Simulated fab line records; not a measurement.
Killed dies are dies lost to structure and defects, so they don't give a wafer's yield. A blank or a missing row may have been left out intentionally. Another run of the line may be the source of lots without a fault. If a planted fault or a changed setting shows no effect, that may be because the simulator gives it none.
Chamber matching | flow nand_harc | 4 sister chambers for NHARC_P_GATE_STRIP_108 on rie_diel-07
The step strips in O2. 18 wafers are shown with their chamber, then 9 later ones without.

== WAFERS PAIRED WITH THEIR CHAMBERS ==
wafer  | chamber | showerhead_plenum_p_Torr (Torr) | rf_vpp_V (V) | oes_product_au (a.u.)
L074.1 | 1       | 3.38                            | 57.1         | 0.992
L074.2 | 2       | 3.67                            | 58.8         | 0.998
L074.6 | 1       | 3.37                            | 57.2         | 1.000
L075.1 | 1       | 3.37                            | 57.1         | 1.002
L075.3 | 3       | 3.66                            | 59.6         | 0.997
L075.6 | 0       | 3.63                            | 59.1         | 0.997
L077.1 | 2       | 3.67                            | 58.6         | 0.979
L077.5 | 1       | 3.37                            | 56.1         | 0.982
L077.6 | 2       | 3.67                            | 58.5         | 0.984
L077.2 | 1       | 3.37                            | 57.9         | 0.984
L077.3 | 3       | 3.66                            | 57.4         | 0.984
L077.4 | 3       | 3.66                            | 57.4         | 0.982
L079.2 | 3       | 3.66                            | 59.1         | 1.000
L079.5 | 2       | 3.67                            | 58.0         | 0.987
L079.6 | 3       | 3.66                            | 59.4         | 0.994
L080.1 | 0       | 3.62                            | 57.5         | 0.990
L080.4 | 1       | 3.37                            | 56.9         | 0.984
L080.6 | 2       | 3.67                            | 57.1         | 0.989

SIGNATURES, as means of the wafers listed above
reading                  | chamber 0 | chamber 1 | chamber 2 | chamber 3 | scatter within a chamber
showerhead_plenum_p_Torr | 3.6250    | 3.3717    | 3.6700    | 3.6600    | 0.00309
rf_vpp_V                 | 58.300    | 57.050    | 58.200    | 58.580    | 0.827
oes_product_au           | 0.99350   | 0.99067   | 0.98740   | 0.99140   | 0.00783
Rule: a wafer lies at a distance from a chamber equal to the root of the sum of squares, over the readings, of (its reading less the chamber's mean, divided by the reading's scatter). The wafer belongs to the nearest chamber; if the next one is less than 2 further off, it can't be placed. The scatter: the root of (the sum of the squares of (reading less its chamber's mean) over the shown wafers, divided by (wafers less chambers)).

== WAFERS WHOSE CHAMBER IS MISSING ==
wafer  | showerhead_plenum_p_Torr (Torr) | rf_vpp_V (V) | oes_product_au (a.u.)
L082.1 | 3.67                            | 58.2         | 0.982
L082.2 | 3.37                            | 56.8         | 0.996
L082.4 | 3.62                            | 58.6         | 0.985
L091.1 | 3.65                            | 59.6         | 0.986
L091.2 | 3.37                            | 56.2         | 0.991
L091.5 | 3.62                            | 58.2         | 0.993
L097.1 | 3.67                            | 57.8         | 0.999
L097.2 | 3.37                            | 57.2         | 0.999
L097.4 | 3.65                            | 58.5         | 1.002

== EACH ONE'S CHAMBER ==
wafer  | from the rows above     | in truth
L082.1 | 2                       | 2
L082.2 | 1                       | 1
L082.4 | 0                       | 0
L091.1 | 3                       | 3
L091.2 | 1                       | 1
L091.5 | 0                       | 0
L097.1 | can't be placed: 2 or 3 | 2
L097.2 | 1                       | 1
L097.4 | 3                       | 3
Placed correctly: 8 of 9. These rows do not allow placing 1 (true chamber among the candidates in 1). Wrongly placed: 0.
